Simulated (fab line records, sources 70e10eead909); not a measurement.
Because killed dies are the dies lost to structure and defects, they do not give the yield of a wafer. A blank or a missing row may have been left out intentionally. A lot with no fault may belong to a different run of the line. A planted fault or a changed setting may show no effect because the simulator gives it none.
A lot that was struck, set against a sound lot | flow nand_harc | 15 out of 1159 route steps
Sound: these wafers, L969.3, L969.4, L969.5. Struck: wafer L990.2 (left out: L990.1, L990.4 of the same lot, which were not struck); the cause appears at the end.
At each step with rows: each side's tool, then ch and its chambers, then its first start. Under that, the readings that differ: sound wafers | struck wafers | difference of the means | sigmas: that difference in standard deviations of wafers without a fault.
alike: readings with means less than 2 such deviations apart, plus words and numbers identical on both sides. not compared: withheld readings, readings lacking a value on some wafer, bounds such as >300 that could conceal the same value, and numbers that have no deviation in the record and whose values overlap.
The two part at a step that has a row with sigmas, a row that says differs or no value, or rows on one side only. Non-overlapping numbers with no deviation appear without sigmas and do not part them. A reading missing from all wafers of one side parts the sides only when that side holds two or more wafers.

first, 3 steps without rows for these wafers: NHARC_A_M1_EXPOSE_06 (exposes mask A M1, target cd 120 nm); NHARC_A_M1_PEB_07 (peb time 65 s); NHARC_A_M1_DEVELOP_08 (develop time 35 s).
NHARC_A_M1_CD_MEAS_09: target cd 120 nm.
  sound on cd_sem-01 ch 0, day 18 08:50; struck on cd_sem-03 ch 0, day 22 06:55
  reading    | sound             | struck | difference | sigmas
  cd_nm (nm) | 119.4 119.2 119.8 | 121.2  | +1.7       | +3
NHARC_A_M1_OVL_MEAS_10: pitch 240 nm.
  sound on overlay-01, day 18 08:55; struck on overlay-02, day 22 07:00
  alike: overlay_x_nm, overlay_y_nm
NHARC_A_M1_INSPECT_11:
  sound on defect_inspect-01, day 18 08:58; struck on defect_inspect-01, day 22 07:02
  alike: raw_defect_count
then, 1 step without rows for these wafers: NHARC_A_M1_DESCUM_14 (chemistry O2, time 3 s).
NHARC_A_M1_ETCH_35: etches the open film in N2/H2, target depth 40 nm, overetch 12 nm, time 43.94 s.
  sound on rie_diel-04 ch 0,1, day 18 09:07; struck on rie_diel-04 ch 0, day 22 07:11
  alike: drypump_motor_current_A, oes_product_au, rf_fwd_power_W, rf_vpp_V, showerhead_plenum_p_Torr, throttle_valve_pct
  not compared: rf_hours_counter_h
NHARC_A_M1_ETCH_15: etches the open film in C4F8/Ar, target depth 182.5 nm, time 91.2 s.
  sound: rie_diel-04 ch 2,3; struck: rie_diel-04 ch 1
  reading               | sound             | struck | difference | sigmas
  oes_product_au (a.u.) | 0.919 0.919 0.928 | 0.985  | +0.063     | +3
  alike: rf_fwd_power_W, rf_vpp_V
  not compared: rf_hours_counter_h
NHARC_A_M1_CD_MEAS_16:
  sound on cd_sem-02, day 18 09:20; struck on cd_sem-01, day 22 07:25
  reading    | sound             | struck | difference | sigmas
  cd_nm (nm) | 120.6 119.9 119.6 | 122.0  | +2.0       | +3
NHARC_A_M1_STRIP_18: strips in N2/H2.
  sound on rie_diel-11 ch 0,1,3, day 18 09:26; struck on rie_diel-10 ch 3, day 22 07:31
  alike: drypump_motor_current_A, oes_product_au, rf_fwd_power_W, rf_vpp_V, showerhead_plenum_p_Torr, throttle_valve_pct
  not compared: rf_hours_counter_h
NHARC_A_M1_ETCH_28: etches the open film in CF4/N2, target depth 30 nm, time 72.99 s.
  sound: rie_diel-11 ch 0,1,3; struck: rie_diel-10 ch 1
  reading               | sound             | struck | difference | sigmas
  oes_product_au (a.u.) | 0.995 1.003 0.977 | 1.033  | +0.041     | +3
  alike: cf4_flow_sccm, drypump_motor_current_A, rf_fwd_power_W, rf_vpp_V, showerhead_plenum_p_Torr, throttle_valve_pct
  not compared: rf_hours_counter_h
NHARC_A_M1_STRIP_19: strips in post etch residue remover, time 600 s.
  sound on wet_bench-08 ch 2,6,7, day 18 09:54; struck on wet_bench-10 ch 1, day 22 07:52
  reading          | sound             | struck | difference | sigmas
  run_length_s (s) | 604.6 601.9 602.2 | 656.9  | +54.0      | +45
NHARC_A_M1_DEGAS_29: time 60 s.
  sound on pvd_sputter-03, day 18 10:11; struck on pvd_sputter-01, day 22 08:08
  alike: heater_power_w
NHARC_END_SORT_01:
  sound on prober-01 ch 0, day 21 09:16; struck on prober-01 ch 0, day 24 06:53
  alike: defect_limited_yield, killed_at_array, killed_at_other, killed_at_periphery, killed_dies, killed_open, killed_short, sort_bin_2_pct, sort_bin_3_pct, sort_bin_4_pct, sort_n_pass, sort_rim_yield_pct, sort_yield_pct

## WHERE THEY PART
First at NHARC_A_M1_CD_MEAS_09; last, within this record, at NHARC_A_M1_STRIP_19. Later steps at which nothing parts them and some readings are alike: NHARC_A_M1_DEGAS_29, NHARC_END_SORT_01.

WHY: whatever the simulator had introduced
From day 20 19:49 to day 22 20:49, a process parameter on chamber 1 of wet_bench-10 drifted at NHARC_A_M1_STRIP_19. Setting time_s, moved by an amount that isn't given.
